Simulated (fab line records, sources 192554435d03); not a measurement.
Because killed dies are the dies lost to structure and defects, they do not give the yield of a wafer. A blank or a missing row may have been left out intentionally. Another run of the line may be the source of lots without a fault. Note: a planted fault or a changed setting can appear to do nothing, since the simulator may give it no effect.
fab line records || flow n5-finfet || part 2 of 2: steps 36 to 36 of 36
[record] {"lots": 5, "wafers": 15, "last-day": 21}
route steps=1938 shown SD_EPI_P@296 SD_ACTIVATION@330 ILD0@335 BEOL_M4@1111 PASSIVATION@1936
lots that met no fault: taken from a fault-free run of the same line
start-h: hours from the record's first day to the start of the lot's first wafer shown || wait-h: time in hours since the lot's previous step || " the same as in the row above || L1.1+2: a single row standing in for several wafers || - either no value or no given start || * or withheld: withheld || < > ~ a bound
route shown NAME@n: a module of which the file shows steps, and the number in the route of the first || usual: average and standard deviation across the fault-free wafers || same: alike in all rows || chamber/n: place in a boat || sites: each site's reading || _std_site: the values' standard deviation || _edge_site: mean of outer sites minus mean of inner sites || radius-mm: for every site, how far away it sits from the centre of the wafer || mask NAME#n: copy n || behind: tool/chamber where the wafer was last shaped || hold: reason for holding the lot/hours on hold/outcome of the hold || device: whichever transistor did not switch (one of n, p or np) || end of line: the tests these same wafers got at the end of their route || where a step has no rows: the recipe by itself || killed: dies that structure and defects cost at the first sort, which is not the same as the wafer's yield || map: per-die view of a wafer (x killed, . not killed, _ where there is no die)
set.NAME: the run value of the setting; set.NAME@STEP: its run value at that earlier step || model.NAME: the simulator's own value behind a step, which no gauge read
lots at some steps of the route; a table a step, a row a wafer
services: from which hour (start-h, from the record's first day; less than 0 if before it) a tool's chamber was out of use, for how many hours, and why
[[steps]]
[step N5_PASSIVATION_PROBE_49]
[usual] {"defect-limited-yield": "91.4/1.4", "killed_at_M0_to_M3": "34/9.1", "killed_at_M4_up": "14/5.2", "killed-at-contacts": "12/6.4", "killed-at-front-end": "38/11", "killed-at-other": "3.7/2.8", "killed-dies": "102/17", "killed-on-rim": "14/3.9", "killed-open": "68/13", "killed-short": "32/7.8", "sort_bin_4_leakage": "0.05/0.3", "sort_bin_5_function": "5.1/1", "sort_bin_6_memory": "3.2/0.66", "sort-n-pass": "1076/19", "sort-yield-pct": "91.2/1.6"}
[same] {"gross-dies": 1180, "killed-at-back-side": 0, "sort_bin_8_speed[%]": 0}
{"lot.wafer": "L259.3", "tool": "prober-02", "chamber": "-", "start-h": 369.62, "wait-h": 0.1, "defect-limited-yield[%]": 91.4, "killed_at_M0_to_M3": 43, "killed_at_M4_up": 11, "killed-at-contacts": 17, "killed-at-front-end": 26, "killed-at-other": 4, "killed-dies": 101, "killed-on-rim": 16, "killed-open": 66, "killed-short": 34, "sort_bin_4_leakage[%]": 0, "sort_bin_5_function[%]": 4.3, "sort_bin_6_memory[%]": 4.0, "sort-n-pass": 1079, "sort-yield-pct[%]": 91.4}
{"lot.wafer": "L259.4", "tool": "prober-02", "chamber": "-", "start-h": 369.67, "wait-h": 0.2, "defect-limited-yield[%]": 93.0, "killed_at_M0_to_M3": 32, "killed_at_M4_up": 14, "killed-at-contacts": 8, "killed-at-front-end": 28, "killed-at-other": 1, "killed-dies": 83, "killed-on-rim": 7, "killed-open": 58, "killed-short": 25, "sort_bin_4_leakage[%]": 0, "sort_bin_5_function[%]": 4.3, "sort_bin_6_memory[%]": 2.5, "sort-n-pass": 1097, "sort-yield-pct[%]": 93.0}
{"lot.wafer": "L259.6", "tool": "prober-02", "chamber": "-", "start-h": 369.77, "wait-h": 0.3, "defect-limited-yield[%]": 89.7, "killed_at_M0_to_M3": 63, "killed_at_M4_up": 19, "killed-at-contacts": 11, "killed-at-front-end": 28, "killed-at-other": 1, "killed-dies": 122, "killed-on-rim": 19, "killed-open": 77, "killed-short": 43, "sort_bin_4_leakage[%]": 0, "sort_bin_5_function[%]": 6.8, "sort_bin_6_memory[%]": 3.2, "sort-n-pass": 1058, "sort-yield-pct[%]": 89.7}
{"lot.wafer": "L263.4", "tool": "prober-01", "chamber": "-", "start-h": 398.67, "wait-h": 0.2, "defect-limited-yield[%]": 0, "killed_at_M0_to_M3": 17, "killed_at_M4_up": 7, "killed-at-contacts": 8, "killed-at-front-end": 1144, "killed-at-other": 4, "killed-dies": 1180, "killed-on-rim": 152, "killed-open": 56, "killed-short": 17, "sort_bin_4_leakage[%]": 0, "sort_bin_5_function[%]": 97.7, "sort_bin_6_memory[%]": 2.2, "sort-n-pass": 0, "sort-yield-pct[%]": 0}
{"lot.wafer": "L263.5", "tool": "prober-01", "chamber": "-", "start-h": 398.72, "wait-h": 0.2, "defect-limited-yield[%]": 0, "killed_at_M0_to_M3": 20, "killed_at_M4_up": 17, "killed-at-contacts": 14, "killed-at-front-end": 1129, "killed-at-other": 0, "killed-dies": 1180, "killed-on-rim": 152, "killed-open": 55, "killed-short": 31, "sort_bin_4_leakage[%]": 0, "sort_bin_5_function[%]": 97.2, "sort_bin_6_memory[%]": 2.5, "sort-n-pass": 0, "sort-yield-pct[%]": 0}
{"lot.wafer": "L263.6", "tool": "prober-01", "chamber": "-", "start-h": 398.77, "wait-h": 0.3, "defect-limited-yield[%]": 90.9, "killed_at_M0_to_M3": 30, "killed_at_M4_up": 15, "killed-at-contacts": 14, "killed-at-front-end": 48, "killed-at-other": 0, "killed-dies": 107, "killed-on-rim": 16, "killed-open": 73, "killed-short": 31, "sort_bin_4_leakage[%]": 0, "sort_bin_5_function[%]": 5.3, "sort_bin_6_memory[%]": 3.6, "sort-n-pass": 1073, "sort-yield-pct[%]": 90.9}
{"lot.wafer": "L265.1", "tool": "prober-02", "chamber": "-", "start-h": 432.04, "wait-h": 0.0, "defect-limited-yield[%]": 0, "killed_at_M0_to_M3": 33, "killed_at_M4_up": 14, "killed-at-contacts": 12, "killed-at-front-end": 1120, "killed-at-other": 1, "killed-dies": 1180, "killed-on-rim": 152, "killed-open": 68, "killed-short": 32, "sort_bin_4_leakage[%]": 0, "sort_bin_5_function[%]": 96.1, "sort_bin_6_memory[%]": 3.8, "sort-n-pass": 0, "sort-yield-pct[%]": 0}
{"lot.wafer": "L265.4", "tool": "prober-02", "chamber": "-", "start-h": 432.19, "wait-h": 0.2, "defect-limited-yield[%]": 0, "killed_at_M0_to_M3": 38, "killed_at_M4_up": 10, "killed-at-contacts": 14, "killed-at-front-end": 1112, "killed-at-other": 6, "killed-dies": 1180, "killed-on-rim": 152, "killed-open": 63, "killed-short": 38, "sort_bin_4_leakage[%]": 0, "sort_bin_5_function[%]": 96.4, "sort_bin_6_memory[%]": 3.6, "sort-n-pass": 0, "sort-yield-pct[%]": 0}
{"lot.wafer": "L265.6", "tool": "prober-02", "chamber": "-", "start-h": 432.29, "wait-h": 0.3, "defect-limited-yield[%]": 93.1, "killed_at_M0_to_M3": 30, "killed_at_M4_up": 11, "killed-at-contacts": 4, "killed-at-front-end": 31, "killed-at-other": 6, "killed-dies": 82, "killed-on-rim": 8, "killed-open": 51, "killed-short": 29, "sort_bin_4_leakage[%]": 0, "sort_bin_5_function[%]": 4.2, "sort_bin_6_memory[%]": 2.5, "sort-n-pass": 1098, "sort-yield-pct[%]": 93.1}
{"lot.wafer": "L268.1", "tool": "prober-01", "chamber": "-", "start-h": 449.12, "wait-h": 0.0, "defect-limited-yield[%]": 0, "killed_at_M0_to_M3": 36, "killed_at_M4_up": 22, "killed-at-contacts": 15, "killed-at-front-end": 1104, "killed-at-other": 3, "killed-dies": 1180, "killed-on-rim": 152, "killed-open": 54, "killed-short": 47, "sort_bin_4_leakage[%]": 0, "sort_bin_5_function[%]": 96.4, "sort_bin_6_memory[%]": 3.3, "sort-n-pass": 0, "sort-yield-pct[%]": 0}
{"lot.wafer": "L268.3", "tool": "prober-01", "chamber": "-", "start-h": 449.22, "wait-h": 0.1, "defect-limited-yield[%]": 91.9, "killed_at_M0_to_M3": 23, "killed_at_M4_up": 28, "killed-at-contacts": 11, "killed-at-front-end": 33, "killed-at-other": 0, "killed-dies": 95, "killed-on-rim": 14, "killed-open": 67, "killed-short": 28, "sort_bin_4_leakage[%]": 0.17, "sort_bin_5_function[%]": 4.7, "sort_bin_6_memory[%]": 3.1, "sort-n-pass": 1083, "sort-yield-pct[%]": 91.8}
{"lot.wafer": "L268.6", "tool": "prober-01", "chamber": "-", "start-h": 449.37, "wait-h": 0.3, "defect-limited-yield[%]": 90.6, "killed_at_M0_to_M3": 50, "killed_at_M4_up": 17, "killed-at-contacts": 16, "killed-at-front-end": 27, "killed-at-other": 1, "killed-dies": 111, "killed-on-rim": 20, "killed-open": 68, "killed-short": 42, "sort_bin_4_leakage[%]": 0.85, "sort_bin_5_function[%]": 5.3, "sort_bin_6_memory[%]": 3.8, "sort-n-pass": 1059, "sort-yield-pct[%]": 89.7}
{"lot.wafer": "L273.1", "tool": "prober-02", "chamber": "-", "start-h": 508.63, "wait-h": 0.0, "defect-limited-yield[%]": 93.1, "killed_at_M0_to_M3": 26, "killed_at_M4_up": 4, "killed-at-contacts": 13, "killed-at-front-end": 26, "killed-at-other": 13, "killed-dies": 82, "killed-on-rim": 11, "killed-open": 53, "killed-short": 29, "sort_bin_4_leakage[%]": 0, "sort_bin_5_function[%]": 4.2, "sort_bin_6_memory[%]": 2.5, "sort-n-pass": 1098, "sort-yield-pct[%]": 93.1}
{"lot.wafer": "L273.4", "tool": "prober-02", "chamber": "-", "start-h": 508.78, "wait-h": 0.2, "defect-limited-yield[%]": 90.6, "killed_at_M0_to_M3": 26, "killed_at_M4_up": 16, "killed-at-contacts": 5, "killed-at-front-end": 57, "killed-at-other": 7, "killed-dies": 111, "killed-on-rim": 12, "killed-open": 67, "killed-short": 44, "sort_bin_4_leakage[%]": 0, "sort_bin_5_function[%]": 5.4, "sort_bin_6_memory[%]": 3.5, "sort-n-pass": 1069, "sort-yield-pct[%]": 90.6}
{"lot.wafer": "L273.6", "tool": "prober-02", "chamber": "-", "start-h": 508.88, "wait-h": 0.3, "defect-limited-yield[%]": 91.4, "killed_at_M0_to_M3": 24, "killed_at_M4_up": 20, "killed-at-contacts": 8, "killed-at-front-end": 42, "killed-at-other": 7, "killed-dies": 101, "killed-on-rim": 5, "killed-open": 68, "killed-short": 33, "sort_bin_4_leakage[%]": 0, "sort_bin_5_function[%]": 4.6, "sort_bin_6_memory[%]": 3.7, "sort-n-pass": 1079, "sort-yield-pct[%]": 91.4}
// killed by level:class
L259.3 BEOL_M0_SAQP:geometric-particle:short=13 MOL_CONTACT_COAG:geometric-particle:open=12 STI_FIN_REVEAL:geometric-particle:open=11 BEOL_M2:geometric-particle:open=10 BEOL_M0_SAQP:geometric-particle:open=9 MOL_CONTACT_COAG:geometric-particle:short=5 GATE_CUT:geometric-particle:open=4 BEOL_M3:geometric-particle:open=4
L259.4 BEOL_M2:geometric-particle:open=10 STI_FIN_REVEAL:geometric-particle:open=8 MOL_CONTACT_COAG:geometric-particle:open=7 BEOL_M5:geometric-particle:open=6 FIN_SAQP:geometric-particle:short=5 BEOL_M3:geometric-particle:open=5 BEOL_M0_SAQP:geometric-particle:short=5 GATE_CUT:geometric-particle:short=3
L259.6 BEOL_M1:geometric-particle:open=15 BEOL_M0_SAQP:geometric-particle:short=14 MOL_CONTACT_COAG:geometric-particle:open=10 BEOL_M2:geometric-particle:open=10 BEOL_M0_SAQP:geometric-particle:open=9 GATE_CUT:geometric-particle:short=6 BEOL_M3:geometric-particle:open=6 BEOL_M5:geometric-particle:open=5
L263.4 SD_EPI_P:area-etch=1106 FIN_SAQP:geometric-particle:open=12 STI_FIN_REVEAL:geometric-particle:open=11 FIN_SAQP:geometric-particle:short=7 MOL_CONTACT_COAG:geometric-particle:open=7 BEOL_M2:geometric-particle:open=4 BEOL_M3:geometric-particle:open=4 BEOL_M5:geometric-particle:open=3
L263.5 SD_EPI_P:area-etch=1094 FIN_SAQP:geometric-particle:open=14 FIN_SAQP:geometric-particle:short=12 MOL_CONTACT_COAG:geometric-particle:open=9 BEOL_M4:geometric-particle:open=7 BEOL_M0_SAQP:geometric-particle:short=6 MOL_CONTACT_COAG:geometric-particle:short=5 BEOL_M3:geometric-particle:open=5
L263.6 FIN_SAQP:geometric-particle:open=18 MOL_CONTACT_COAG:geometric-particle:open=11 BEOL_M0_SAQP:geometric-particle:open=8 BEOL_M0_SAQP:geometric-particle:short=7 STI_FIN_REVEAL:geometric-particle:open=6 BEOL_M2:geometric-particle:open=6 DUMMY_GATE:geometric-particle:open=6 BEOL_M2:geometric-particle:short=6
L265.1 SD_EPI_P:area-etch=1079 FIN_SAQP:geometric-particle:open=9 BEOL_M2:geometric-particle:open=9 STI_FIN_REVEAL:geometric-particle:open=8 MOL_CONTACT_COAG:geometric-particle:open=8 DUMMY_GATE:geometric-particle:open=7 FIN_SAQP:geometric-particle:short=6 BEOL_M0_SAQP:geometric-particle:open=6
L265.4 SD_EPI_P:area-etch=1075 MOL_CONTACT_COAG:geometric-particle:open=12 BEOL_M0_SAQP:geometric-particle:short=9 BEOL_M0_SAQP:geometric-particle:open=7 BEOL_M1:geometric-particle:open=7 FIN_SAQP:geometric-particle:short=6 BEOL_M2:geometric-particle:open=6 STI_FIN_REVEAL:geometric-particle:open=5
L265.6 BEOL_M0_SAQP:geometric-particle:open=7 BEOL_M0_SAQP:geometric-particle:short=7 DUMMY_GATE:geometric-particle:open=6 BEOL_M1:geometric-particle:open=5 FIN_SAQP:geometric-particle:open=4 BEOL_M2:geometric-particle:open=4 STI_FIN_REVEAL:geometric-particle:open=4 FIN_SAQP:geometric-particle:short=3
L268.1 SD_EPI_P:area-etch=1078 BEOL_M0_SAQP:geometric-particle:short=10 MOL_CONTACT_COAG:geometric-particle:open=9 BEOL_M0_SAQP:geometric-particle:open=7 MOL_CONTACT_COAG:geometric-particle:short=6 FIN_SAQP:geometric-particle:short=5 BEOL_M4:geometric-particle:short=5 BEOL_M4:geometric-particle:open=5
L268.3 BEOL_M4:geometric-particle:open=12 STI_FIN_REVEAL:geometric-particle:open=11 BEOL_M0_SAQP:geometric-particle:open=6 MOL_CONTACT_COAG:geometric-particle:short=6 BEOL_M5:geometric-particle:open=6 MOL_CONTACT_COAG:geometric-particle:open=5 BEOL_M6:geometric-particle:open=5 GATE_CUT:geometric-particle:short=4
L268.6 BEOL_M0_SAQP:geometric-particle:short=18 BEOL_M0_SAQP:geometric-particle:open=17 MOL_CONTACT_COAG:geometric-particle:open=13 BEOL_M2:geometric-particle:open=8 BEOL_M4:geometric-particle:open=8 GATE_CUT:geometric-particle:short=6 STI_FIN_REVEAL:geometric-particle:open=4 STARTING-WAFER:geometric-particle:short=4
L273.1 MOL_CONTACT_COAG:geometric-particle:open=8 PAD_METAL:geometric-particle:open=7 DUMMY_GATE:geometric-particle:open=6 BEOL_M0_SAQP:geometric-particle:short=6 PAD_METAL:geometric-particle:short=6 FIN_SAQP:geometric-particle:open=5 MOL_CONTACT_COAG:geometric-particle:short=5 BEOL_M0_SAQP:geometric-particle:open=4
L273.4 DUMMY_GATE:geometric-particle:open=12 GATE_CUT:geometric-particle:short=9 FIN_SAQP:geometric-particle:short=8 BEOL_M3:geometric-particle:open=8 FIN_SAQP:geometric-particle:open=5 STI_FIN_REVEAL:geometric-particle:open=5 BEOL_M1:geometric-particle:open=5 BEOL_M5:geometric-particle:open=5
L273.6 FIN_SAQP:geometric-particle:open=12 BEOL_M4:geometric-particle:open=9 FIN_SAQP:geometric-particle:short=8 DUMMY_GATE:geometric-particle:open=7 BEOL_M5:geometric-particle:open=6 BEOL_M3:geometric-particle:open=6 MOL_CONTACT_COAG:geometric-particle:open=5 BEOL_M0_SAQP:geometric-particle:short=5
// map L263.4 (x killed, . not)
_________________xxxxxxxxxxxx________________
______________xxxxxxxxxxxxxxxxxx_____________
___________xxxxxxxxxxxxxxxxxxxxxxxx__________
__________xxxxxxxxxxxxxxxxxxxxxxxxxx_________
________xxxxxxxxxxxxxxxxxxxxxxxxxxxxxx_______
_______xxxxxxxxxxxxxxxxxxxxxxxxxxxxxxxx______
______xxxxxxxxxxxxxxxxxxxxxxxxxxxxxxxxxx_____
_____xxxxxxxxxxxxxxxxxxxxxxxxxxxxxxxxxxxx____
____xxxxxxxxxxxxxxxxxxxxxxxxxxxxxxxxxxxxxx___
___xxxxxxxxxxxxxxxxxxxxxxxxxxxxxxxxxxxxxxxx__
___xxxxxxxxxxxxxxxxxxxxxxxxxxxxxxxxxxxxxxxx__
__xxxxxxxxxxxxxxxxxxxxxxxxxxxxxxxxxxxxxxxxxx_
__xxxxxxxxxxxxxxxxxxxxxxxxxxxxxxxxxxxxxxxxxx_
_xxxxxxxxxxxxxxxxxxxxxxxxxxxxxxxxxxxxxxxxxxxx
_xxxxxxxxxxxxxxxxxxxxxxxxxxxxxxxxxxxxxxxxxxxx
_xxxxxxxxxxxxxxxxxxxxxxxxxxxxxxxxxxxxxxxxxxxx
_xxxxxxxxxxxxxxxxxxxxxxxxxxxxxxxxxxxxxxxxxxxx
_xxxxxxxxxxxxxxxxxxxxxxxxxxxxxxxxxxxxxxxxxxxx
_xxxxxxxxxxxxxxxxxxxxxxxxxxxxxxxxxxxxxxxxxxxx
_xxxxxxxxxxxxxxxxxxxxxxxxxxxxxxxxxxxxxxxxxxxx
_xxxxxxxxxxxxxxxxxxxxxxxxxxxxxxxxxxxxxxxxxxxx
__xxxxxxxxxxxxxxxxxxxxxxxxxxxxxxxxxxxxxxxxxx_
__xxxxxxxxxxxxxxxxxxxxxxxxxxxxxxxxxxxxxxxxxx_
___xxxxxxxxxxxxxxxxxxxxxxxxxxxxxxxxxxxxxxxx__
___xxxxxxxxxxxxxxxxxxxxxxxxxxxxxxxxxxxxxxxx__
____xxxxxxxxxxxxxxxxxxxxxxxxxxxxxxxxxxxxxx___
_____xxxxxxxxxxxxxxxxxxxxxxxxxxxxxxxxxxxx____
______xxxxxxxxxxxxxxxxxxxxxxxxxxxxxxxxxx_____
_______xxxxxxxxxxxxxxxxxxxxxxxxxxxxxxxx______
________xxxxxxxxxxxxxxxxxxxxxxxxxxxxxx_______
__________xxxxxxxxxxxxxxxxxxxxxxxxxx_________
___________xxxxxxxxxxxxxxxxxxxxxxxx__________
______________xxxxxxxxxxxxxxxxxx_____________
_________________xxxxxxxxxxxx________________
// map L265.1 (x killed, . not)
_________________xxxxxxxxxxxx________________
______________xxxxxxxxxxxxxxxxxx_____________
___________xxxxxxxxxxxxxxxxxxxxxxxx__________
__________xxxxxxxxxxxxxxxxxxxxxxxxxx_________
________xxxxxxxxxxxxxxxxxxxxxxxxxxxxxx_______
_______xxxxxxxxxxxxxxxxxxxxxxxxxxxxxxxx______
______xxxxxxxxxxxxxxxxxxxxxxxxxxxxxxxxxx_____
_____xxxxxxxxxxxxxxxxxxxxxxxxxxxxxxxxxxxx____
____xxxxxxxxxxxxxxxxxxxxxxxxxxxxxxxxxxxxxx___
___xxxxxxxxxxxxxxxxxxxxxxxxxxxxxxxxxxxxxxxx__
___xxxxxxxxxxxxxxxxxxxxxxxxxxxxxxxxxxxxxxxx__
__xxxxxxxxxxxxxxxxxxxxxxxxxxxxxxxxxxxxxxxxxx_
__xxxxxxxxxxxxxxxxxxxxxxxxxxxxxxxxxxxxxxxxxx_
_xxxxxxxxxxxxxxxxxxxxxxxxxxxxxxxxxxxxxxxxxxxx
_xxxxxxxxxxxxxxxxxxxxxxxxxxxxxxxxxxxxxxxxxxxx
_xxxxxxxxxxxxxxxxxxxxxxxxxxxxxxxxxxxxxxxxxxxx
_xxxxxxxxxxxxxxxxxxxxxxxxxxxxxxxxxxxxxxxxxxxx
_xxxxxxxxxxxxxxxxxxxxxxxxxxxxxxxxxxxxxxxxxxxx
_xxxxxxxxxxxxxxxxxxxxxxxxxxxxxxxxxxxxxxxxxxxx
_xxxxxxxxxxxxxxxxxxxxxxxxxxxxxxxxxxxxxxxxxxxx
_xxxxxxxxxxxxxxxxxxxxxxxxxxxxxxxxxxxxxxxxxxxx
__xxxxxxxxxxxxxxxxxxxxxxxxxxxxxxxxxxxxxxxxxx_
__xxxxxxxxxxxxxxxxxxxxxxxxxxxxxxxxxxxxxxxxxx_
___xxxxxxxxxxxxxxxxxxxxxxxxxxxxxxxxxxxxxxxx__
___xxxxxxxxxxxxxxxxxxxxxxxxxxxxxxxxxxxxxxxx__
____xxxxxxxxxxxxxxxxxxxxxxxxxxxxxxxxxxxxxx___
_____xxxxxxxxxxxxxxxxxxxxxxxxxxxxxxxxxxxx____
______xxxxxxxxxxxxxxxxxxxxxxxxxxxxxxxxxx_____
_______xxxxxxxxxxxxxxxxxxxxxxxxxxxxxxxx______
________xxxxxxxxxxxxxxxxxxxxxxxxxxxxxx_______
__________xxxxxxxxxxxxxxxxxxxxxxxxxx_________
___________xxxxxxxxxxxxxxxxxxxxxxxx__________
______________xxxxxxxxxxxxxxxxxx_____________
_________________xxxxxxxxxxxx________________
[[services]]
{"tool": "rie-si-03", "chamber": 3, "start-h": 82.67, "hours": 7.6, "kind": "repair"}
{"tool": "rie-si-06", "chamber": 2, "start-h": 106.56, "hours": "-", "kind": "clean"}
{"tool": "rie-si-06", "chamber": 2, "start-h": 106.56, "hours": 16.1, "kind": "scheduled-down"}
{"tool": "rie-si-06", "chamber": 2, "start-h": 106.56, "hours": 16.1, "kind": "vent-cycle"}
{"tool": "rie-si-06", "chamber": "-", "start-h": 107.87, "hours": 14.6, "kind": "pm"}
{"tool": "rie-si-05", "chamber": "-", "start-h": 110.00, "hours": 2.8, "kind": "pm"}
{"tool": "rie-diel-02", "chamber": 1, "start-h": 124.87, "hours": 2.3, "kind": "repair"}
{"tool": "rie-si-06", "chamber": "-", "start-h": 129.99, "hours": 0.2, "kind": "repair"}
{"tool": "rie-si-03", "chamber": "-", "start-h": 145.91, "hours": 14.6, "kind": "pm"}
{"tool": "rie-si-05", "chamber": 1, "start-h": 168.38, "hours": "-", "kind": "clean"}
{"tool": "rie-si-05", "chamber": 1, "start-h": 168.38, "hours": 17.8, "kind": "scheduled-down"}
{"tool": "rie-si-05", "chamber": 1, "start-h": 168.38, "hours": 17.8, "kind": "vent-cycle"}
{"tool": "rie-si-03", "chamber": 2, "start-h": 174.44, "hours": 6.5, "kind": "repair"}
[[key]]
[first-sign] {"step": "N5_SD_EPI_P_ETCHBACK_46", "reading": "oes-product-au", "direction": "down", "sigmas": 4.9, "usual": 0.69, "struck": 0.32}
[effect] {"step": "N5_PASSIVATION_PROBE_49", "reading": "killed-at-front-end", "direction": "up", "sigmas": 94, "usual": 38, "struck": 1122}
[model-effect] {"step": "N5_SD_EPI_P_ETCH_37", "value": "SD_EPI_P.cd-nm", "without": 241, "struck": 234.2}
[model-effect] {"step": "N5_SD_EPI_P_ETCH_16", "value": "SiARC_of_SD_EPI_P_COAT_35.thk-nm", "without": 10.76, "struck": 17.44}
[model-effect] {"step": "N5_SD_EPI_P_SD_RECESS_17", "value": "SD_EPI_P.cd-nm", "without": 241, "struck": 234.2}
[more-kills-born-at] {"N5_SD_EPI_P_ETCH_37@rie-diel-03": 5432}
met-at N5_SD_EPI_P_ETCH_37
struck-wafers L263.4,L263.5,L265.1,L265.4,L268.1
later-rows-left-out L263.4,L263.5,L265.1,L265.4,L268.1
onset-between 105.81 118.85
[fault] {"kind": "process-parameter-drift", "tool": "rie-diel-03", "chamber": "-", "onset-h": 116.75, "steps": "N5_SD_EPI_P_ETCH_37", "channel": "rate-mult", "offset": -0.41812, "shape": "step", "end-h": 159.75, "scope": "struck-wafers-only"}
// later-rows-left-out: the simulator's readings of these wafers behind a module that went badly wrong aren't trusted and aren't shown, but for the sort
